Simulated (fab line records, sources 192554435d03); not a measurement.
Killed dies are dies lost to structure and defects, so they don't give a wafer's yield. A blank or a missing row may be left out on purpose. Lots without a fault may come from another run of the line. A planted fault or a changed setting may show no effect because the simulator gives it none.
Which tool did it? | flow n5_finfet | 10 lots, 30 wafers sampled, at 5 steps of a route of 1938

WHAT THE GAUGES READ, wafer by wafer
N5_BEOL_M1_THK_MEAS_01.
lot  | measured     | on            | M1_ILD_THK (nm)
L678 | day 6 10:35  | film_metro-01 | 78.1 79.4 78.5
L679 | day 6 11:52  | film_metro-01 | 78.8 79.7 79.5
L682 | day 7 01:31  | film_metro-01 | 77.4 78.2 79.3
L683 | day 7 07:32  | film_metro-02 | 79.1 80.5 80.6
L685 | day 7 17:02  | film_metro-01 | 78.7 79.0 80.5
L687 | day 8 05:11  | film_metro-02 | 78.0 79.5 78.3
L689 | day 8 20:46  | film_metro-02 | 78.2 48.4 49.0
L680 | day 11 02:29 | film_metro-02 | 78.9 79.5 79.3
L699 | day 11 12:47 | film_metro-02 | 79.2 79.6 80.5
L701 | day 12 02:19 | film_metro-01 | 78.0 78.3 79.7

WHICH TOOL RAN EACH LOT (tool, then ch and the chambers of the sampled wafers, then the start)
lot  | N5_BEOL_M0_SPUTTER_116       | N5_BEOL_M0_ANNEAL_117        | N5_BEOL_M0_CO_CAP_123            | N5_BEOL_M1_ILD_DEP_00
L678 | pvd_sputter-01, day 6 08:40  | pvd_sputter-01, day 6 08:45  | cvd_co-01 ch 2, day 6 10:14      | pecvd-03 ch 1,2, day 6 10:31
L679 | pvd_sputter-03, day 6 10:11  | pvd_sputter-03, day 6 10:16  | cvd_co-01 ch 0,2, day 6 11:31    | pecvd-03 ch 1,2, day 6 11:47
L682 | pvd_sputter-02, day 6 23:58  | pvd_sputter-02, day 7 00:03  | cvd_co-01 ch 0,1,2, day 7 01:12  | pecvd-03 ch 0,2, day 7 01:27
L683 | pvd_sputter-01, day 7 05:58  | pvd_sputter-01, day 7 06:02  | cvd_co-01 ch 0,1,2, day 7 07:11  | pecvd-01 ch 1,2, day 7 07:28
L685 | pvd_sputter-02, day 7 15:28  | pvd_sputter-02, day 7 15:32  | cvd_co-01 ch 0,1, day 7 16:41    | pecvd-01 ch 0,1, day 7 16:58
L687 | pvd_sputter-01, day 8 03:17  | pvd_sputter-01, day 8 03:22  | cvd_co-01 ch 0,1,2, day 8 04:52  | pecvd-03 ch 1,2, day 8 05:07
L689 | pvd_sputter-01, day 8 19:08  | pvd_sputter-01, day 8 19:13  | cvd_co-01 ch 0,2, day 8 20:26    | pecvd-03 ch 1,2, day 8 20:41
L680 | pvd_sputter-02, day 11 00:46 | pvd_sputter-02, day 11 00:51 | cvd_co-01 ch 1,2, day 11 02:09   | pecvd-01 ch 0,1, day 11 02:24
L699 | pvd_sputter-02, day 11 11:14 | pvd_sputter-02, day 11 11:19 | cvd_co-02 ch 0,1,2, day 11 12:28 | pecvd-02 ch 0,1, day 11 12:43
L701 | pvd_sputter-02, day 12 00:47 | pvd_sputter-02, day 12 00:52 | cvd_co-02 ch 1,2, day 12 02:00   | pecvd-01 ch 0,1,2, day 12 02:15
- N5_BEOL_M0_SPUTTER_116: material Cu, target thk 4 nm, time 7.37 s.
- N5_BEOL_M0_ANNEAL_117: time 60 s.
- N5_BEOL_M0_CO_CAP_123: material Co, precursor CCTBA/H2, target thk 2 nm, time 102.1 s.
- N5_BEOL_M1_ILD_DEP_00: deposits SiOC from DEMS/O2, target thk 79 nm, time 15.3 s.

THE ANSWER, worked out from the rows above alone
Rule: what is usual is taken from the lots themselves. Put in order of their means at a reading, lots are off if they are a third of the lots or fewer, leave a main group of 4 or more, and stand apart from it by a gap of 3 or more times the standard deviation of the main group's means; of several such gaps the widest counts. A main group whose means are all the same, to the digits that the tables above print for the reading, isn't used. A lot without any number at a reading at which 4 lots or more have one is off too. The other lots that the step has rows for count as sound.
Off: L689, at N5_BEOL_M1_THK_MEAS_01 (M1_ILD_THK). The main group: mean 79.1 nm, standard deviation 0.56.
A tool fits if, at a process step before that reading, it ran every lot that is off, and no sound lot after the first of them. The gauges at N5_BEOL_M1_THK_MEAS_01 are tried like those tools. Can't be told from this: 2 tools fit, pvd_sputter-01 at N5_BEOL_M0_SPUTTER_116 and N5_BEOL_M0_ANNEAL_117, pecvd-03 at N5_BEOL_M1_ILD_DEP_00.

WHAT THE SIMULATOR HAD PUT IN
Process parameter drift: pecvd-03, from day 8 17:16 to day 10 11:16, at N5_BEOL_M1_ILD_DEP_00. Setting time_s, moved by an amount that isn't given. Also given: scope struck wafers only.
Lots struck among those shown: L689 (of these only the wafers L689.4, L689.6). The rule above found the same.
